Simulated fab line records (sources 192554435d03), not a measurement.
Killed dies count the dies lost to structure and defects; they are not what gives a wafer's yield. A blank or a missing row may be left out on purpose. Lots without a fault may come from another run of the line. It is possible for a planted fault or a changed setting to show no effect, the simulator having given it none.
Split-lot trial	flow n5_finfet	7 lots, 21 wafers read, on a route of 1938 steps

SPLIT DETAILS
At N5_BEOL_M1_COAT_62 (time 60 s, resist thk 12 nm), the setting spin_rpm was moved away from the recipe's 1500 rpm on 8 of the 21 wafers read, by -9.8% to +7.9%. For the rest of the wafers, this setting stayed at what the recipe calls for.

FROM THE SPLIT TO THE READING: what the file shows between them, 4 steps
- N5_BEOL_M1_COAT_73: time 60 s, resist thk 5 nm
- N5_BEOL_M1_COAT_05: resist thk 30 nm
- N5_BEOL_M1_DESCUM_16: chemistry O2, time 7 s
- N5_BEOL_M1_ETCH_74: etches underlayer in N2/H2, target depth 6.5 nm, time 5.2 s

THE READING
CAR-EUV_of_BEOL_M1_COAT_05.thk_nm (the simulator's own value, which no gauge read), in nm, at N5_BEOL_M1_ETCH_63 (etches SiARC in CF4, target depth 15.6 nm, time 26 s). No usual value for it is given in the file. Across the 13 wafers here that went through the recipe, the average is 11.1 nm and the standard deviation 0.1 nm.

wafer	tool, chamber at the split	spin_rpm as run, rpm	against the recipe	CAR-EUV_of_BEOL_M1_COAT_05.thk_nm, nm	against lot-mates on the recipe
L077.1	litho_track-02, 0	1500	recipe	11	-
L077.2	litho_track-02, 0	1500	recipe	11	-
L077.4	litho_track-02, 0	1500	recipe	11.2	-
L079.1	litho_track-03, 0	1500	recipe	11.2	-
L079.3	litho_track-03, 0	1500	recipe	11	-
L079.4	litho_track-03, 0	1500	recipe	11.2	-
L087.1	litho_track-04, 0	1353	-9.8%	10.6	-0.6
L087.2	litho_track-04, 0	1353	-9.8%	10.6	-0.6
L087.4	litho_track-04, 0	1500	recipe	11.2	-
L089.2	litho_track-03, 0	1500	recipe	11.2	-
L089.3	litho_track-03, 0	1574	+4.9%	11.4	+0.2
L089.6	litho_track-03, 0	1500	recipe	11.2	-
L092.2	litho_track-02, 0	1618	+7.9%	11.4	no lot-mate on the recipe
L092.4	litho_track-02, 0	1618	+7.9%	11.4	no lot-mate on the recipe
L092.5	litho_track-02, 0	1618	+7.9%	11.4	no lot-mate on the recipe
L093.3	litho_track-02, 0	1429	-4.7%	10.8	-0.4
L093.5	litho_track-02, 0	1429	-4.7%	11	-0.2
L093.6	litho_track-02, 0	1500	recipe	11.2	-
L096.3	litho_track-03, 0	1500	recipe	11	-
L096.4	litho_track-03, 0	1500	recipe	11	-
L096.6	litho_track-03, 0	1500	recipe	11	-

THE FIT
A straight line over all 21 wafers: CAR-EUV_of_BEOL_M1_COAT_05.thk_nm changes by +0.0453 nm for each +1% of spin_rpm; r = +0.92; the points scatter about the line by 0.095 nm.
The same after taking each lot's own level away (the mean of its wafers on the recipe; 18 wafers): +0.0587 nm for each +1%; r = +0.95; scatter 0.071 nm.
That fit puts the effect of the largest move of spin_rpm on the reading at 0.58 nm.
The span of the lots' own levels, 11.00 to 11.20 nm, comes to 2.0 times the standard deviation stated above.
So the lot-to-lot level changes the slope: the two fits differ.
Check: with one of the wafers moved furthest among these (-9.8%) left out of the fit, the line predicts -0.577 nm for it against its lot-mates. It came out at -0.6 nm against them.

FURTHER SPLITS ON THESE WAFERS
These wafers also went through other splits before the reading. Each is held against what the fit with the lots' levels taken away leaves over:
other split on the same wafers	wafers away from the commonest value	r with CAR-EUV_of_BEOL_M1_COAT_05.thk_nm (lot level and that fit taken away)
N5_MOL_CONTACT_COAG_COAT_64 spin_rpm	7	-0.13
N5_MOL_CONTACT_COAG_EXPOSE_37 dose_mj	5	-0.18
N5_BEOL_M0_SAQP_COAT_08 spin_rpm	5	+0.02
N5_BEOL_M0_SAQP_EXPOSE_11 dose_mj	5	-0.48
N5_BEOL_M1_PECVD_72 time_s	6	-0.18

THE WHOLE CHAIN: every reading that the file lists as answering this split, in the file's order
step	what it does	reading	change (the file's fit)	r (the file's)
N5_BEOL_M1_COAT_62	time 60 s, resist thk 12 nm	SiARC_of_BEOL_M1_COAT_62.thk_nm (the simulator's own value, which no gauge read)	-0.0683 nm for each +1% of the setting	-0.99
N5_BEOL_M1_ETCH_63	etches SiARC in CF4, target depth 15.6 nm, time 26 s	etch.depth_nm (the simulator's own value, which no gauge read)	-0.0657 nm for each +1% of the setting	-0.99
N5_BEOL_M1_ETCH_63	etches SiARC in CF4, target depth 15.6 nm, time 26 s	CAR-EUV_of_BEOL_M1_COAT_05.thk_nm (the simulator's own value, which no gauge read)	+0.058 nm for each +1% of the setting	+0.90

THE FILE'S OWN FIT
CAR-EUV_of_BEOL_M1_COAT_05.thk_nm changes by +0.058 nm for each +1% of spin_rpm, r = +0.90.
